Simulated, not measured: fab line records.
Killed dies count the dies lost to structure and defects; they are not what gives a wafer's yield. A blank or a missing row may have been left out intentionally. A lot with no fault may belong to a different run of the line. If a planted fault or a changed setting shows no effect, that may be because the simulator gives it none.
Split-lot experiment / flow n5Finfet / route with 1938 steps; 7 lots, 21 wafers read

== THE SPLIT ==
At N5_BEOL_M0_SAQP_COAT_08 (resist thk 90 nm), the setting spinRpm was moved away from the recipe's 1500 rpm on 10 of the 21 wafers read, by -6.9% to +10.8%. For the rest of the wafers, this setting stayed at what the recipe calls for.

== FROM THE SPLIT TO THE READING: what the file shows between them, 4 steps ==
- N5_BEOL_M0_SAQP_EBR_10
- N5_BEOL_M0_SAQP_SOFTBAKE_09: time 60 s
- N5_BEOL_M0_SAQP_EXPOSE_11: exposes mask M0 CORE, target cd 42 nm
- N5_BEOL_M0_SAQP_PEB_12: peb time 60 s

== THE READING ==
CAR-ArF_of_BEOL_M0_SAQP_COAT_08.thkNm (the simulator's own value, which no gauge read), in nm, at N5_BEOL_M0_SAQP_DEVELOP_13 (develop time 30 s). No usual value for it is given in the file. Average 88.1 nm, standard deviation 0.22 nm, over the 11 wafers here run with the recipe.

wafer=L074.2; tool, chamber at the split=lithoTrack-02, 0; spinRpm as run, rpm=1500; against the recipe=recipe; CAR-ArF_of_BEOL_M0_SAQP_COAT_08.thkNm, nm=88; against lot-mates on the recipe=-
wafer=L074.3; tool, chamber at the split=lithoTrack-02, 0; spinRpm as run, rpm=1407; against the recipe=-6.2%; CAR-ArF_of_BEOL_M0_SAQP_COAT_08.thkNm, nm=91.2; against lot-mates on the recipe=+3.2
wafer=L074.4; tool, chamber at the split=lithoTrack-02, 0; spinRpm as run, rpm=1407; against the recipe=-6.2%; CAR-ArF_of_BEOL_M0_SAQP_COAT_08.thkNm, nm=91.4; against lot-mates on the recipe=+3.4
wafer=L075.3; tool, chamber at the split=lithoTrack-01, 0; spinRpm as run, rpm=1662; against the recipe=+10.8%; CAR-ArF_of_BEOL_M0_SAQP_COAT_08.thkNm, nm=83.8; against lot-mates on the recipe=-4.4
wafer=L075.4; tool, chamber at the split=lithoTrack-01, 0; spinRpm as run, rpm=1500; against the recipe=recipe; CAR-ArF_of_BEOL_M0_SAQP_COAT_08.thkNm, nm=88.2; against lot-mates on the recipe=-
wafer=L075.5; tool, chamber at the split=lithoTrack-01, 0; spinRpm as run, rpm=1500; against the recipe=recipe; CAR-ArF_of_BEOL_M0_SAQP_COAT_08.thkNm, nm=88.2; against lot-mates on the recipe=-
wafer=L076.2; tool, chamber at the split=lithoTrack-03, 0; spinRpm as run, rpm=1397; against the recipe=-6.9%; CAR-ArF_of_BEOL_M0_SAQP_COAT_08.thkNm, nm=91.6; against lot-mates on the recipe=+3.2
wafer=L076.5; tool, chamber at the split=lithoTrack-03, 0; spinRpm as run, rpm=1397; against the recipe=-6.9%; CAR-ArF_of_BEOL_M0_SAQP_COAT_08.thkNm, nm=91.4; against lot-mates on the recipe=+3.0
wafer=L076.6; tool, chamber at the split=lithoTrack-03, 0; spinRpm as run, rpm=1500; against the recipe=recipe; CAR-ArF_of_BEOL_M0_SAQP_COAT_08.thkNm, nm=88.4; against lot-mates on the recipe=-
wafer=L087.1; tool, chamber at the split=lithoTrack-03, 0; spinRpm as run, rpm=1615; against the recipe=+7.7%; CAR-ArF_of_BEOL_M0_SAQP_COAT_08.thkNm, nm=85; against lot-mates on the recipe=-3.0
wafer=L087.2; tool, chamber at the split=lithoTrack-03, 0; spinRpm as run, rpm=1500; against the recipe=recipe; CAR-ArF_of_BEOL_M0_SAQP_COAT_08.thkNm, nm=88; against lot-mates on the recipe=-
wafer=L087.4; tool, chamber at the split=lithoTrack-03, 0; spinRpm as run, rpm=1615; against the recipe=+7.7%; CAR-ArF_of_BEOL_M0_SAQP_COAT_08.thkNm, nm=84.6; against lot-mates on the recipe=-3.4
wafer=L093.2; tool, chamber at the split=lithoTrack-03, 0; spinRpm as run, rpm=1500; against the recipe=recipe; CAR-ArF_of_BEOL_M0_SAQP_COAT_08.thkNm, nm=88; against lot-mates on the recipe=-
wafer=L093.3; tool, chamber at the split=lithoTrack-03, 0; spinRpm as run, rpm=1544; against the recipe=+2.9%; CAR-ArF_of_BEOL_M0_SAQP_COAT_08.thkNm, nm=87; against lot-mates on the recipe=-1.0
wafer=L093.4; tool, chamber at the split=lithoTrack-03, 0; spinRpm as run, rpm=1544; against the recipe=+2.9%; CAR-ArF_of_BEOL_M0_SAQP_COAT_08.thkNm, nm=86.8; against lot-mates on the recipe=-1.2
wafer=L094.1; tool, chamber at the split=lithoTrack-03, 0; spinRpm as run, rpm=1500; against the recipe=recipe; CAR-ArF_of_BEOL_M0_SAQP_COAT_08.thkNm, nm=88; against lot-mates on the recipe=-
wafer=L094.2; tool, chamber at the split=lithoTrack-03, 0; spinRpm as run, rpm=1419; against the recipe=-5.4%; CAR-ArF_of_BEOL_M0_SAQP_COAT_08.thkNm, nm=91.2; against lot-mates on the recipe=+3.1
wafer=L094.5; tool, chamber at the split=lithoTrack-03, 0; spinRpm as run, rpm=1500; against the recipe=recipe; CAR-ArF_of_BEOL_M0_SAQP_COAT_08.thkNm, nm=88.2; against lot-mates on the recipe=-
wafer=L095.3; tool, chamber at the split=lithoTrack-01, 0; spinRpm as run, rpm=1500; against the recipe=recipe; CAR-ArF_of_BEOL_M0_SAQP_COAT_08.thkNm, nm=88.4; against lot-mates on the recipe=-
wafer=L095.4; tool, chamber at the split=lithoTrack-01, 0; spinRpm as run, rpm=1500; against the recipe=recipe; CAR-ArF_of_BEOL_M0_SAQP_COAT_08.thkNm, nm=87.6; against lot-mates on the recipe=-
wafer=L095.5; tool, chamber at the split=lithoTrack-01, 0; spinRpm as run, rpm=1500; against the recipe=recipe; CAR-ArF_of_BEOL_M0_SAQP_COAT_08.thkNm, nm=88; against lot-mates on the recipe=-

THE FIT
A straight line over all 21 wafers: CAR-ArF_of_BEOL_M0_SAQP_COAT_08.thkNm changes by -0.459 nm for each +1% of spinRpm; r = -0.99; the points scatter about the line by 0.28 nm.
The same after taking each lot's own level away (the mean of its wafers on the recipe; 21 wafers): -0.45 nm for each +1%; r = -0.99; scatter 0.27 nm.
Per that fit: largest spinRpm move, reading shift of 4.9 nm.
Measured against the standard deviation above, the lots' own levels, which go from 88.00 to 88.40 nm, span 1.9 times it.
The two slopes agree, so the slope changes little with the lot-to-lot level.
Check: for one of the wafers moved furthest among these (+10.8%), held out of the fit, the line's prediction against its lot-mates is -4.85 nm. It came out at -4.4 nm against them.

== OTHER SPLITS APPLIED TO THESE WAFERS ==
Other splits were also applied to these wafers ahead of the reading. Each is held against what the fit with the lots' levels taken away leaves over:
other split on the same wafers=N5_SD_EPI_N_EPI_21 tempC; wafers away from the commonest value=10; r with CAR-ArF_of_BEOL_M0_SAQP_COAT_08.thkNm (lot level and that fit taken away)=-0.09
other split on the same wafers=N5_SDB_COAT_05 spinRpm; wafers away from the commonest value=5; r with CAR-ArF_of_BEOL_M0_SAQP_COAT_08.thkNm (lot level and that fit taken away)=+0.06
other split on the same wafers=N5_HKMG_FIN_ETCH_58 sourceW; wafers away from the commonest value=9; r with CAR-ArF_of_BEOL_M0_SAQP_COAT_08.thkNm (lot level and that fit taken away)=-0.06
other split on the same wafers=N5_HKMG_FIN_COAT_66 spinRpm; wafers away from the commonest value=7; r with CAR-ArF_of_BEOL_M0_SAQP_COAT_08.thkNm (lot level and that fit taken away)=+0.28
other split on the same wafers=N5_MOL_CONTACT_COAG_EXPOSE_81 doseMj; wafers away from the commonest value=7; r with CAR-ArF_of_BEOL_M0_SAQP_COAT_08.thkNm (lot level and that fit taken away)=+0.25

== THE WHOLE CHAIN: every reading that the file lists as answering this split, in the file's order ==
step=N5_BEOL_M0_SAQP_COAT_08; what it does=resist thk 90 nm; reading=CAR-ArF_of_BEOL_M0_SAQP_COAT_08.thkNm (the simulator's own value, which no gauge read); change (the file's fit)=-0.444 nm for each +1% of the setting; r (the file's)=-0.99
step=N5_BEOL_M0_SAQP_DEVELOP_13; what it does=develop time 30 s; reading=CAR-ArF_of_BEOL_M0_SAQP_COAT_08.thkNm (the simulator's own value, which no gauge read); change (the file's fit)=-0.448 nm for each +1% of the setting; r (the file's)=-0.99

== THE FILE'S OWN FIT ==
CAR-ArF_of_BEOL_M0_SAQP_COAT_08.thkNm changes by -0.448 nm for each +1% of spinRpm, r = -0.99.
